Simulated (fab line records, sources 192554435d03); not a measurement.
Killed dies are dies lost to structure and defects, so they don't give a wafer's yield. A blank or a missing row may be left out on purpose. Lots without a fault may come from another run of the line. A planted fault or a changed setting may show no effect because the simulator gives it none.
A sampling plan put to the test | flow n5_finfet | one fab line, 26 faults that these records tell of, each judged on the records of the lots that it struck; 2 more are left out, because the records don't allow judging them
The plan is the line's own looks: the steps of the route at which a gauge or an inspection reads the wafer and doesn't change it. A look can be judged if struck wafers have a number there and the file gives its usual mean and standard deviation on fault-free wafers. Caught: at a look after the fault's first step, the mean of the struck wafers lies 4 or more of those standard deviations (sigma) from the usual mean. On the tool: the same test on the tool's own readings at the fault's steps. Another recipe on the struck wafers, or a record that is blank for them alone, also counts as caught.

THE FAULTS, as the simulator had put them in
1. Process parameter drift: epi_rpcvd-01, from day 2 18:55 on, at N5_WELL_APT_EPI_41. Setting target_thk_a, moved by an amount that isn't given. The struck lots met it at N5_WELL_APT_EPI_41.
2. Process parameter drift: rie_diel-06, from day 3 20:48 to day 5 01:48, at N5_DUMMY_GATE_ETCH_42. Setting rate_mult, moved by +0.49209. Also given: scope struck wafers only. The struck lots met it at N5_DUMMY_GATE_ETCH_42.
3. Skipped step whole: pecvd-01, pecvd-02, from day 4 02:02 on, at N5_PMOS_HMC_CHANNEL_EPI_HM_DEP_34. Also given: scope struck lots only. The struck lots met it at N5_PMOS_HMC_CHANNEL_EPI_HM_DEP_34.
4. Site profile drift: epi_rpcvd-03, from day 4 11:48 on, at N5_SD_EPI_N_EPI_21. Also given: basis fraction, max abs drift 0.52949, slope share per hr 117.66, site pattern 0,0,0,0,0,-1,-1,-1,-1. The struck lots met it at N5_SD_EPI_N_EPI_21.
5. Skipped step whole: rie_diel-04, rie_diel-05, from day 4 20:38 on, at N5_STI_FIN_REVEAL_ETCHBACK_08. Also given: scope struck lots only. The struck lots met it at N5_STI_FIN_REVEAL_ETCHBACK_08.
6. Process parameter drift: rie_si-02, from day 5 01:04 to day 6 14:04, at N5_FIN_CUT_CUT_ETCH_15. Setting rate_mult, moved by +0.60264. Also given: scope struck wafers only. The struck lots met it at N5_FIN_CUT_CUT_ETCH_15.
7. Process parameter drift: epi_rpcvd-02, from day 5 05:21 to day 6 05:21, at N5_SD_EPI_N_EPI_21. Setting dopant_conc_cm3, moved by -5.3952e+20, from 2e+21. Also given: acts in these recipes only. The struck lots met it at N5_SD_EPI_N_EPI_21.
8. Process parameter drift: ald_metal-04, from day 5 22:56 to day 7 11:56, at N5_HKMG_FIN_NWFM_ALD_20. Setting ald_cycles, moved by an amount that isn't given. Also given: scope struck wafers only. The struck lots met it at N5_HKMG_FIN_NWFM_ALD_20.
9. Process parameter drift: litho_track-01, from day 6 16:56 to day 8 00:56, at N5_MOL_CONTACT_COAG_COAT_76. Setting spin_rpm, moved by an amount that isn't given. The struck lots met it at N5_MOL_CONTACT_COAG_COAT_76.
10. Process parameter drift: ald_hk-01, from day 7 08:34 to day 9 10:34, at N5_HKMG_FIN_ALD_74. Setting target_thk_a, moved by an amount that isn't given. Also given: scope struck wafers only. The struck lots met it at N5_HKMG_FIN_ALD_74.
11. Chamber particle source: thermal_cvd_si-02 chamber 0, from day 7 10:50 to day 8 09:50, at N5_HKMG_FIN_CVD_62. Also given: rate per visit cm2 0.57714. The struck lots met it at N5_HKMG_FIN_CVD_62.
12. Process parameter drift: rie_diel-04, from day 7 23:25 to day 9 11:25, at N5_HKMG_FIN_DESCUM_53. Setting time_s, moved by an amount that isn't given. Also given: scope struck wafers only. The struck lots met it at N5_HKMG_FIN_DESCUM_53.
13. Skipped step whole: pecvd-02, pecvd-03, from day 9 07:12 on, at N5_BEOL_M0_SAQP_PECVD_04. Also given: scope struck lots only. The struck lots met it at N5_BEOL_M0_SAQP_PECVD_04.
14. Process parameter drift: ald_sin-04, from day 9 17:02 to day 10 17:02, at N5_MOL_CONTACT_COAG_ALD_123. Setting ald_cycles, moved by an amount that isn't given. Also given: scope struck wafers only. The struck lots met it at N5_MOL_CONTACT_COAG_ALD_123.
15. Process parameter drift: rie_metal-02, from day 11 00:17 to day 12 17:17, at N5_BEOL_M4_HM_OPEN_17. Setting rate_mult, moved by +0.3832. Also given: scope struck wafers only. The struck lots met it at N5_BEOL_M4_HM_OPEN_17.
16. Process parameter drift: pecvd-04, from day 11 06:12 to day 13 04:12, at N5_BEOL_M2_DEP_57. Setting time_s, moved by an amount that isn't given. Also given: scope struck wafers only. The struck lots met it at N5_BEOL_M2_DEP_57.
17. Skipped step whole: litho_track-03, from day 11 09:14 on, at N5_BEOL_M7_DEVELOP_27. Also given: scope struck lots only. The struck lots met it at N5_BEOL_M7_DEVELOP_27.
18. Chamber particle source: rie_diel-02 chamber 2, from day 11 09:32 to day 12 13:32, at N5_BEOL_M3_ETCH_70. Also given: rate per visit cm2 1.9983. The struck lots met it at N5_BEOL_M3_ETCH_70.
19. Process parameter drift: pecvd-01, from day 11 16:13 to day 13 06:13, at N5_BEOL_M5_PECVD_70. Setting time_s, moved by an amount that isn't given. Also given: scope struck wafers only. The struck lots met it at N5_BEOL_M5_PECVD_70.
20. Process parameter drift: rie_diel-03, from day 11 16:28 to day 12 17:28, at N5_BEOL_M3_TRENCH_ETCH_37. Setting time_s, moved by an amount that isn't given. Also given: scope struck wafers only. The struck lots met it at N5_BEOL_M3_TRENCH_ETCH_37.
21. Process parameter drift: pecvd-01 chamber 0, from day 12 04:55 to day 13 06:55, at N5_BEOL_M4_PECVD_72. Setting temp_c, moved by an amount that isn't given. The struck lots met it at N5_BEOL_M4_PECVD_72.
22. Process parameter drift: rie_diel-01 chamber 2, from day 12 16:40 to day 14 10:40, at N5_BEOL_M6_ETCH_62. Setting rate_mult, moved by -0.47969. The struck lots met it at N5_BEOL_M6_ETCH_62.
23. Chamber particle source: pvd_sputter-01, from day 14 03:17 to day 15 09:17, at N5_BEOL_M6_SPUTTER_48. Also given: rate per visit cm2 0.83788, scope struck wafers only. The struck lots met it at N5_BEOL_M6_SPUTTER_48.
24. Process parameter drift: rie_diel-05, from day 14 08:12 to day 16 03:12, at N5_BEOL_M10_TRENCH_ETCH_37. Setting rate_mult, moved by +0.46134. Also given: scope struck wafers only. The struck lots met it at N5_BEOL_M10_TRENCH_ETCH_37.
25. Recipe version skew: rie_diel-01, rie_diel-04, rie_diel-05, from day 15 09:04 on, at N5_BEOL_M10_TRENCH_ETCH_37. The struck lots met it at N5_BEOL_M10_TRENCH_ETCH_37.
26. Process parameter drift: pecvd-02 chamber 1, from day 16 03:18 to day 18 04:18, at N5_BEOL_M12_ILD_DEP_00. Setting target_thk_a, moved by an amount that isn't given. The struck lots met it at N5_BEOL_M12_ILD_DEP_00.

WHAT THE PLAN SAW
fault | on the tool itself                               | first look that catches it                      | reading, sigma                                  | median hours from its first step to that look | hours from the fault's start to the first struck lot there | judged looks passed uncaught
1     | under 2 sigma                                    | N5_BEOL_M4_RC_MEAS_101                          | CJ_P -13                                        | 167.2                                         | 170                                                        | 1
2     | only faintly: oes_product_au +2.0 sigma          | not the one look that can be judged after it    | -                                               | -                                             | -                                                          | 1
3     | the tool's record is blank for the struck wafers | not the one look that can be judged after it    | -                                               | -                                             | -                                                          | 1
4     | under 2 sigma                                    | N5_SD_EPI_N_EPI_MEAS_23                         | thk_nm -12                                      | 1.3                                           | 4                                                          | 0
5     | the tool's record is blank for the struck wafers | N5_STI_FIN_REVEAL_FIN_H_MEAS_10                 | trench_depth_nm -60                             | 3.0                                           | 7                                                          | 0
6     | only faintly: oes_product_au +2.8 sigma          | not the one look that can be judged after it    | -                                               | -                                             | -                                                          | 1
7     | under 2 sigma                                    | N5_SD_ACTIVATION_RS_MEAS_03                     | RS_SD_N +5.5                                    | 8.1                                           | 12                                                         | 0
8     | under 2 sigma                                    | N5_BEOL_M4_RC_MEAS_101                          | VT_N_LONG +12                                   | 115.4                                         | 120                                                        | 0
9     | spin_speed_rpm -99 or beyond sigma               | not the one look that can be judged after it    | -                                               | -                                             | -                                                          | 1
10    | under 2 sigma                                    | N5_BEOL_M4_RC_MEAS_101                          | IOFF_P_LIN +99 or beyond                        | 116.0                                         | 119                                                        | 1
11    | under 2 sigma                                    | not the one look that can be judged after it    | strongest: VT_P at N5_BEOL_M4_RC_MEAS_101, +2.3 | -                                             | -                                                          | 1
12    | under 2 sigma                                    | not the one look that can be judged after it    | -                                               | -                                             | -                                                          | 1
13    | the tool's record is blank for the struck wafers | N5_BEOL_M0_SAQP_THK_MEAS_05                     | thk_nm -52                                      | 0.1                                           | 3                                                          | 0
14    | under 2 sigma                                    | not the one look that can be judged after it    | -                                               | -                                             | -                                                          | 1
15    | under 2 sigma                                    | not the one look that can be judged after it    | -                                               | -                                             | -                                                          | 1
16    | under 2 sigma                                    | N5_BEOL_M3_THK_MEAS_53                          | M3_THK +4.7                                     | 9.6                                           | 9                                                          | 0
17    | no reading that can be judged                    | no look after it can be judged                  | -                                               | -                                             | -                                                          | 0
18    | under 2 sigma                                    | no look after it can be judged                  | -                                               | -                                             | -                                                          | 0
19    | under 2 sigma                                    | none of the 2 looks that can be judged after it | -                                               | -                                             | -                                                          | 2
20    | run_length_s -7.0 sigma                          | N5_BEOL_M3_OCD_MEAS_38                          | trench_depth_nm -6.9                            | 0.1                                           | 3                                                          | 0
21    | susceptor_temp_C +99 or beyond sigma             | not the one look that can be judged after it    | -                                               | -                                             | -                                                          | 1
22    | under 2 sigma                                    | no look after it can be judged                  | -                                               | -                                             | -                                                          | 0
23    | under 2 sigma                                    | not the one look that can be judged after it    | -                                               | -                                             | -                                                          | 1
24    | under 2 sigma                                    | N5_BEOL_M10_OCD_MEAS_38                         | trench_depth_nm +32                             | 0.2                                           | 7                                                          | 0
25    | run_length_s -31 sigma                           | N5_BEOL_M10_OCD_MEAS_38                         | trench_depth_nm -22                             | 0.2                                           | 2                                                          | 0
26    | under 2 sigma                                    | N5_BEOL_M12_THK_MEAS_01                         | M12_ILD_THK +27                                 | 0.1                                           | 49                                                         | 0
A dash: the fault isn't caught, or these records don't give the number.

Caught at a look: 12 of 26. Caught on the tool: 7 of 26. By one or the other: 15 of 26.
Caught on the tool alone: faults 3, 9, 21.
Caught at a look alone: faults 1, 4, 7, 8, 10, 16, 24, 26.
Caught by neither: faults 2, 6, 11, 12, 14, 15, 17, 18, 19, 22, 23.

THINNER SAMPLING
If the look that catches a fault measured only every second or every third lot, by lot number, the first struck lot would be measured this late in the worst case:
fault | struck lots at that look, in order of time | every lot | every second lot | every third lot
1     | L918, L919, L921                           | 170 h     | 174 h            | may miss all 3
4     | L642, L648                                 | 4 h       | may miss all 2   | may miss all 2
5     | L811, L812, L813                           | 7 h       | 12 h             | 19 h
7     | L957, L959                                 | 12 h      | may miss all 2   | may miss all 2
8     | L545, L546, L549                           | 120 h     | 128 h            | may miss all 3
10    | L242, L248                                 | 119 h     | may miss all 2   | may miss all 2
13    | L444, L445                                 | 3 h       | 9 h              | may miss all 2
16    | L253, L256                                 | 9 h       | 18 h             | may miss all 2
20    | L751, L752                                 | 3 h       | 7 h              | may miss all 2
24    | L858, L861                                 | 7 h       | 27 h             | may miss all 2
25    | L350, L351                                 | 2 h       | 5 h              | may miss all 2
26    | L987                                       | 49 h      | may miss it      | may miss it
Hours are from the fault's start to the first struck lot that is measured. The limit of 4 sigma was tested on all struck wafers together, so one lot alone may lie under it. Other struck lots may not be in these records.

THE LONGEST TIMED WAY FROM STEP TO LOOK
Fault 1: a median of 167.2 hours passes between N5_WELL_APT_EPI_41 and N5_BEOL_M4_RC_MEAS_101. The look between them that can be judged stayed within 4 sigma: N5_BEOL_M4_INSPECT_59.
